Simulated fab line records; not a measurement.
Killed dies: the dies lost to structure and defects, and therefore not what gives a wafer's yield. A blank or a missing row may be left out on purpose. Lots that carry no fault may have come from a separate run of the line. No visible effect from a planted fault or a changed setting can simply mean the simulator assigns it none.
A struck lot beside a sound one -- flow n5 finfet -- 15 out of 1938 route steps
Sound: the wafers L274.1, L274.3, L274.6. Struck: wafer L269.2; the same lot's L269.3 was not struck, so it is left out; see the end for the cause.
For every step that has rows: the tool of each side, followed by ch and its chambers, followed by its first start. Under that, the readings that differ: sound wafers -- struck wafers -- difference of the means -- sigmas: that difference in standard deviations of wafers without a fault.
alike: same words and numbers on both sides, and readings whose means sit less than 2 such deviations apart. not compared: any withheld reading, any reading some wafer has no value for, any bound like >300 that may hide the same value, and any number with overlapping values for which the record gives no deviation.
A row with sigmas, a row that says differs or no value, or rows on one side alone: a step with any of these is where the two part. Numbers that have no deviation but don't overlap get no sigmas and don't part them. Lack of a reading on every wafer of one side parts them only where that side has two or more wafers.

first, 7 steps without rows for these wafers: N5_MIM_BOT_LITHO_COAT_02; N5_MIM_BOT_LITHO_EBR_04; N5_MIM_BOT_LITHO_SOFTBAKE_03 (time 90 s); N5_MIM_BOT_LITHO_EXPOSE_05 (exposes mask MIM BOT); N5_MIM_BOT_LITHO_PEB_06; N5_MIM_BOT_LITHO_DEVELOP_07 (develop time 60 s); N5_MIM_BOT_LITHO_HARDBAKE_09 (time 120 s).
N5_MIM_BOT_LITHO_CD_MEAS_08 targets a cd of 3000 nm.
  sound on cd sem-03 ch 0, day 16 18:22; struck on cd sem-02 ch 0, day 15 22:06
reading,sound,struck,difference,sigmas
cd nm (nm),2997.1 2999.9 2997.3,3001.6,+3.5,+2
N5_MIM_BOT_LITHO_OVL_MEAS_11:
  sound on overlay-01 ch 0, day 16 18:23; struck on overlay-01 ch 0, day 15 22:08
  alike: MIM_BOT_OVL
N5_MIM_BOT_LITHO_INSPECT_12: inspects for defects (macro).
  sound on defect inspect-01 at day 16 18:25; struck on defect inspect-02 at day 15 22:09
reading,sound,struck,difference,sigmas
raw defect count,0 0 4,5,+4,+2
N5_MIM_BOT_LITHO_DESCUM_10: chemistry O2, time 7.9 s.
  sound on rie diel-04 ch 0,1, day 16 18:27; struck on rie diel-01 ch 1, day 15 22:11
  alike: chamber pressure mTorr, drypump motor current A, oes product au, rf vpp V, showerhead plenum p Torr, temp c, throttle valve pct
  not compared: rf hours counter h
N5_MIM_BOT_ETCH_ETCH_04: etches SiNx in CF4/O2, target depth 26 nm, time 13 s.
  sound on rie diel-04 ch 0,1, day 16 18:31; struck on rie diel-01 ch 1, day 15 22:16
  alike: O2_flow_sccm, bias w, chamber pressure mTorr, drypump motor current A, oes product au, rf vpp V, showerhead plenum p Torr, throttle valve pct
  not compared: rf hours counter h
N5_MIM_BOT_ETCH_ETCH_03: etches the open film in Cl2/BCl3, target depth 12 nm.
  sound on rie metal-01 ch 0,1, day 16 18:36; struck on rie metal-02 ch 1, day 15 22:21
reading,sound,struck,difference,sigmas
bias w (W),100.4 99.6 100.1,99.3,-0.7,-2
oes product au (a.u.),0.70 0.70 0.98,1.38,+0.59,+5
model.etch.depth nm (nm),11.64 11.6 11.84,20.63,+8.94,
model.MIM_BOT_ETCH.cd offset nm (nm),-0.6 -0.2 -0.2,-3.8,-3.5,
  alike: chamber pressure mTorr, drypump motor current A, he backside leak sccm, throttle valve pct
  not compared: rf hours counter h, model.coat_of_MIM_BOT_LITHO_COAT_02.thk nm
N5_MIM_BOT_ETCH_ETCH_00: etches TiN in Cl2/BCl3, target depth 45.5 nm.
  sound on rie metal-01 ch 0,1, day 16 18:41; struck on rie metal-02 ch 1, day 15 22:26
reading,sound,struck,difference,sigmas
model.MIM_BOT_ETCH.cd offset nm (nm),-0.6 -0.2 -0.4,-4,-4,
  alike: bias w, chamber pressure mTorr, drypump motor current A, he backside leak sccm, oes product au, throttle valve pct
  not compared: rf hours counter h, model.coat_of_MIM_BOT_LITHO_COAT_02.thk nm
N5_MIM_BOT_ETCH_STRIP_01: strips in O2.
  sound on rie diel-01 ch 0,3, day 16 18:50; struck on rie diel-01 ch 2, day 15 22:35
  alike: chamber pressure mTorr, drypump motor current A, oes product au, rf vpp V, showerhead plenum p Torr, temp c, throttle valve pct
  not compared: rf hours counter h

WHERE THEY PART
At N5_MIM_BOT_LITHO_CD_MEAS_08 first; at N5_MIM_BOT_ETCH_ETCH_03 last (within this record only). Later steps at which nothing parts them and some readings are alike: N5_MIM_BOT_ETCH_ETCH_00, N5_MIM_BOT_ETCH_STRIP_01.

WHY: what had been put in by the simulator
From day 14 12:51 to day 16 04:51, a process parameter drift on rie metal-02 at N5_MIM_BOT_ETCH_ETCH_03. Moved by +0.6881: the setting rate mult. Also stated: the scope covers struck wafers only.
